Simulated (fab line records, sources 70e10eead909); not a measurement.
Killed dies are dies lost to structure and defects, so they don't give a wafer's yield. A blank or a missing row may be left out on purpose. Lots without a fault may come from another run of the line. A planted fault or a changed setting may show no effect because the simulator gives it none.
Which tool did it? | flow nand_harc | 11 lots, 33 wafers sampled, at 5 steps of a route of 1159

WHAT THE GAUGES READ, wafer by wafer
NHARC_END_SORT_01.
lot  | measured     | on        | killed_at_array | killed_at_other | killed_at_periphery | killed_dies | killed_open | killed_short
L338 | day 21 16:02 | prober-01 | 671 671 673     | 1 1 0           | 5 5 4               | 677 677 677 | 2 5 3       | 2 2 4
L336 | day 22 05:55 | prober-02 | 677 672 671     | 0 1 3           | 0 4 3               | 677 677 677 | 3 7 5       | 3 2 3
L337 | day 21 14:20 | prober-02 | 673 669 671     | 0 1 0           | 4 7 6               | 677 677 677 | 1 3 3       | 2 2 4

WHICH TOOL RAN EACH LOT (tool, then ch and the chambers of the sampled wafers, then the start)
lot  | NHARC_A_STAIRCASE_ETCH_453         | NHARC_A_STAIRCASE_ETCH_315                    | NHARC_A_STAIRCASE_ETCHBACK_416                | NHARC_A_STAIRCASE_STRIP_476
L331 | rie_diel-05 ch 0,2,3, day 12 03:44 | rie_diel-05 ch 0,2,3, day 12 07:19 or earlier | rie_diel-13 ch 0,2,3, day 12 07:19 or earlier | rie_diel-13 ch 0,2,3, day 12 07:19
L333 | rie_diel-05 ch 0,1, day 12 13:37   | rie_diel-05 ch 0,2,3, day 12 18:59 or earlier | rie_diel-05 ch 1,2,3, day 12 18:59 or earlier | rie_diel-05 ch 0,2,3, day 12 18:59
L335 | rie_diel-05 ch 0,1, day 12 20:08   | rie_diel-05 ch 0,1,2, day 12 23:46 or earlier | rie_diel-05 ch 0,2,3, day 12 23:46 or earlier | rie_diel-05 ch 0,1,2, day 12 23:46
L338 | rie_diel-13 ch 1,2,3, day 14 02:01 | rie_diel-13 ch 1,3, day 14 05:31 or earlier   | rie_diel-08 ch 0,1,2, day 14 05:31 or earlier | rie_diel-08 ch 0,2,3, day 14 05:31
L336 | rie_diel-05 ch 0,2,3, day 14 02:27 | rie_diel-05 ch 0,1,2, day 14 05:56 or earlier | rie_diel-08 ch 1,2,3, day 14 05:56 or earlier | rie_diel-08 ch 0,2,3, day 14 05:56
L337 | rie_diel-05 ch 0,3, day 14 04:10   | rie_diel-05 ch 1,2, day 14 09:01 or earlier   | rie_diel-05 ch 2,3, day 14 09:01              | rie_diel-05 ch 0,2,3, day 14 09:06
L347 | rie_diel-05 ch 0,1, day 16 01:34   | rie_diel-05 ch 0,2, day 16 07:16 or earlier   | rie_diel-13 ch 1,2,3, day 16 07:16 or earlier | rie_diel-13 ch 1,3, day 16 07:16
L348 | rie_diel-05 ch 0,2, day 16 07:38   | rie_diel-05 ch 0,1,2, day 16 11:26 or earlier | rie_diel-05 ch 0,1, day 16 11:26 or earlier   | rie_diel-05 ch 1,2, day 16 11:26
L350 | rie_diel-05 ch 0,1,3, day 16 12:30 | rie_diel-05 ch 1,2, day 16 16:17 or earlier   | rie_diel-13 ch 1,2,3, day 16 16:17 or earlier | rie_diel-13 ch 0,1, day 16 16:17
L349 | rie_diel-08 ch 0,2, day 16 18:01   | rie_diel-08 ch 0,1,2, day 16 21:38 or earlier | rie_diel-13 ch 0,3, day 16 21:38 or earlier   | rie_diel-13 ch 0,1,2, day 16 21:38
L351 | rie_diel-05 ch 1,3, day 17 11:15   | rie_diel-05 ch 0,1,3, day 17 14:44 or earlier | rie_diel-13 ch 1,3, day 17 14:44 or earlier   | rie_diel-13 ch 0,1, day 17 14:44
- NHARC_A_STAIRCASE_ETCH_453: etches the open film in CF4/O2, target depth 30 nm, overetch 3 nm, time 16.5 s.
- NHARC_A_STAIRCASE_ETCH_315: etches the open film in C4F8/O2/Ar, target depth 2500 nm, time 607.1 s.
- NHARC_A_STAIRCASE_ETCHBACK_416: etches the open film in C4F8/O2/Ar, target depth 36 nm, time 7.2 s.
- NHARC_A_STAIRCASE_STRIP_476: strips in O2, time 20 s.

WHAT THE TOOLS THEMSELVES READ (means of the sampled wafers that have a number; where no wafer has one, the mark that the record gives instead)
NHARC_A_STAIRCASE_ETCH_453.
lot  | tool        | bias_w (W) | cf4_flow_sccm (sccm) | drypump_motor_current_A (A) | oes_product_au (a.u.) | rf_fwd_power_W (W) | rf_vpp_V (V) | showerhead_plenum_p_Torr (Torr) | throttle_valve_pct (%)
L331 | rie_diel-05 | 100.0      | 79.82                | 5.8                         | 1.003                 | 293.7              | 197.2        | 1.29                            | 13.407
L333 | rie_diel-05 | 99.9       | 79.69                | 5.7                         | 0.992                 | 295.7              | 197.4        | 1.32                            | 13.405
L335 | rie_diel-05 | 99.9       | 80.07                | 6.1                         | 1.007                 | 295.0              | 198.3        | 1.37                            | 13.387
L338 | rie_diel-13 | -          | -                    | -                           | -                     | -                  | -            | -                               | -
L336 | rie_diel-05 | -          | -                    | -                           | -                     | -                  | -            | -                               | -
L337 | rie_diel-05 | -          | -                    | -                           | -                     | -                  | -            | -                               | -
L347 | rie_diel-05 | 100.3      | 79.71                | 5.8                         | 1.004                 | 296.2              | 197.0        | 1.31                            | 13.404
L348 | rie_diel-05 | 100.2      | 79.71                | 5.6                         | 0.998                 | 295.5              | 196.6        | 1.28                            | 13.393
L350 | rie_diel-05 | 100.2      | 80.11                | 5.9                         | 1.004                 | 293.7              | 197.4        | 1.32                            | 13.396
L349 | rie_diel-08 | 100.2      | 80.04                | 5.1                         | 0.985                 | 293.4              | 196.8        | 1.26                            | 13.406
L351 | rie_diel-05 | 100.2      | 79.93                | 6.0                         | 0.992                 | 293.1              | 197.9        | 1.32                            | 13.407

NHARC_A_STAIRCASE_ETCH_315.
lot  | tool        | bias_w (W) | chamber_pressure_mTorr (mTorr) | oes_product_au (a.u.) | rf_fwd_power_W (W) | rf_vpp_V (V)
L331 | rie_diel-05 | 3006       | 24.977                         | 0.947                 | 601.9              | 1819
L333 | rie_diel-05 | 2988       | 25.012                         | 0.927                 | 599.5              | 1819
L335 | rie_diel-05 | 3000       | 25.006                         | 0.923                 | 600.2              | 1825
L338 | rie_diel-13 | 3002       | 25.021                         | 0.925                 | 599.1              | 1828
L336 | rie_diel-05 | 3004       | 25.013                         | 0.929                 | 600.2              | 1825
L337 | rie_diel-05 | 2991       | 25.012                         | 0.930                 | 600.2              | 1833
L347 | rie_diel-05 | 3002       | 24.985                         | 0.938                 | 600.4              | 1818
L348 | rie_diel-05 | 3001       | 24.973                         | 0.946                 | 596.8              | 1824
L350 | rie_diel-05 | 2995       | 25.026                         | 0.941                 | 599.8              | 1826
L349 | rie_diel-08 | 3006       | 24.966                         | 0.923                 | 599.8              | 1813
L351 | rie_diel-05 | 3003       | 25.004                         | 0.930                 | 596.3              | 1824

NHARC_A_STAIRCASE_ETCHBACK_416.
lot  | tool        | bias_w (W) | oes_product_au (a.u.) | rf_fwd_power_W (W) | rf_vpp_V (V)
L331 | rie_diel-13 | 801.4      | 0.91                  | 586.6              | 723
L333 | rie_diel-05 | 803.6      | 0.93                  | 587.1              | 723
L335 | rie_diel-05 | 801.0      | 0.92                  | 586.6              | 721
L338 | rie_diel-08 | 801.5      | 1.01                  | 587.5              | 718
L336 | rie_diel-08 | 795.7      | 1.01                  | 586.1              | 717
L337 | rie_diel-05 | 798.5      | 0.93                  | 590.8              | 720
L347 | rie_diel-13 | 800.1      | 0.92                  | 586.9              | 723
L348 | rie_diel-05 | 799.5      | 0.93                  | 586.6              | 722
L350 | rie_diel-13 | 797.0      | 0.91                  | 586.2              | 723
L349 | rie_diel-13 | 796.7      | 1.00                  | 587.2              | 721
L351 | rie_diel-13 | 797.1      | 0.92                  | 587.0              | 724

NHARC_A_STAIRCASE_STRIP_476.
lot  | tool        | drypump_motor_current_A (A) | oes_product_au (a.u.) | rf_vpp_V (V) | showerhead_plenum_p_Torr (Torr) | throttle_valve_pct (%)
L331 | rie_diel-13 | 5.8                         | 0.998                 | 57.8         | 3.53                            | 17.040
L333 | rie_diel-05 | 5.8                         | 0.994                 | 57.4         | 3.42                            | 17.032
L335 | rie_diel-05 | 6.0                         | 1.001                 | 58.3         | 3.51                            | 17.034
L338 | rie_diel-08 | 5.2                         | 0.994                 | 57.3         | 3.34                            | 17.045
L336 | rie_diel-08 | 5.3                         | 1.006                 | 57.3         | 3.34                            | 17.044
L337 | rie_diel-05 | 5.8                         | 1.001                 | 57.8         | 3.41                            | 17.031
L347 | rie_diel-13 | 6.1                         | 0.993                 | 58.5         | 3.65                            | 17.039
L348 | rie_diel-05 | 6.2                         | 1.010                 | 58.1         | 3.52                            | 17.031
L350 | rie_diel-13 | 6.1                         | 0.990                 | 57.9         | 3.37                            | 17.033
L349 | rie_diel-13 | 5.7                         | 0.989                 | 57.6         | 3.40                            | 17.034
L351 | rie_diel-13 | 6.1                         | 0.994                 | 57.9         | 3.36                            | 17.049

THE ANSWER, worked out from the rows above alone
Rule: what is usual is taken from the lots themselves. Put in order of their means at a reading, lots are off if they are a third of the lots or fewer, leave a main group of 4 or more, and stand apart from it by a gap of 3 or more times the standard deviation of the main group's means; of several such gaps the widest counts. A main group whose means are all the same, to the digits that the tables above print for the reading, isn't used. A lot without any number at a reading at which 4 lots or more have one is off too. The other lots that the step has rows for count as sound. The gauges are gone through in route order, then the tools' own readings, and for those a lot's mean is taken as printed above. The first step at which some lot is off is used, and at that step the reading that is off furthest; a lot without a number counts as furthest.
Off: L338, L336, L337, at NHARC_A_STAIRCASE_ETCH_453 (bias_w). Without a number there: L338, L336, L337. The main group: mean 100.1 W, standard deviation 0.15.
A tool fits if, at that step or a process step before it, it ran every lot that is off, and no sound lot after the first of them. None of those tried fits.

WHAT THE SIMULATOR HAD PUT IN
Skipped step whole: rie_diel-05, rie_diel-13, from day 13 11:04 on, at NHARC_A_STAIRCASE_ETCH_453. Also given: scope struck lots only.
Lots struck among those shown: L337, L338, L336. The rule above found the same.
